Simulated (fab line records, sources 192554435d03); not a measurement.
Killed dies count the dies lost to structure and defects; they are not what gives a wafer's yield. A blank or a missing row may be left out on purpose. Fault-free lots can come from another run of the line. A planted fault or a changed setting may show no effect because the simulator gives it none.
Matching of chambers    flow n5-finfet    ald-metal-04 running N5_BEOL_M10_ALD_74: 4 sister chambers
The step deposits TaN, target thk 2 nm, pulse time 2 s, purge time 3 s. 8 wafers are shown with their chamber, then 8 later ones without.

## EACH WAFER AND ITS CHAMBER
wafer   chamber  heater-power-w (W)  mfc-carrier-sccm (sccm)
L077.4  2        421                 1497
L077.5  3        473                 1497
L084.1  3        481                 1497
L084.2  2        414                 1498
L084.3  1        395                 1491
L084.5  1        391                 1495
L084.6  0        412                 1502
L086.1  0        413                 1510

## WAFERS WITHOUT THEIR CHAMBER
wafer   heater-power-w (W)  mfc-carrier-sccm (sccm)
L086.4  406                 1488
L086.5  425                 1498
L090.2  392                 1505
L090.4  420                 1503
L090.6  396                 1503
L091.1  478                 1505
L091.3  415                 1506
L091.6  430                 1497

## THE CHAMBER EACH PASSED THROUGH
wafer   from the rows above      in truth
L086.4  can't be placed: 1 or 2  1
L086.5  2                        2
L090.2  can't be placed: 1 or 0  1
L090.4  can't be placed: 2 or 0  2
L090.6  can't be placed: 1 or 0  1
L091.1  3                        3
L091.3  0                        0
L091.6  2                        2
4 of 8 placed correctly. These rows do not allow placing 4 (true chamber among the candidates in 4). 0 placed wrongly.
How it was worked out, from the rows above alone: a wafer's distance from a chamber is the root of the sum, over the readings, of the square of ((its reading less the chamber's mean) divided by the reading's scatter). The wafer belongs to the nearest chamber; if the next one is less than 2 further off, it can't be placed. A chamber's mean is the mean of its shown wafers. The scatter is the square root of a quotient: the sum, over the shown wafers, of each reading's squared deviation from its chamber's mean, divided by wafers minus chambers.
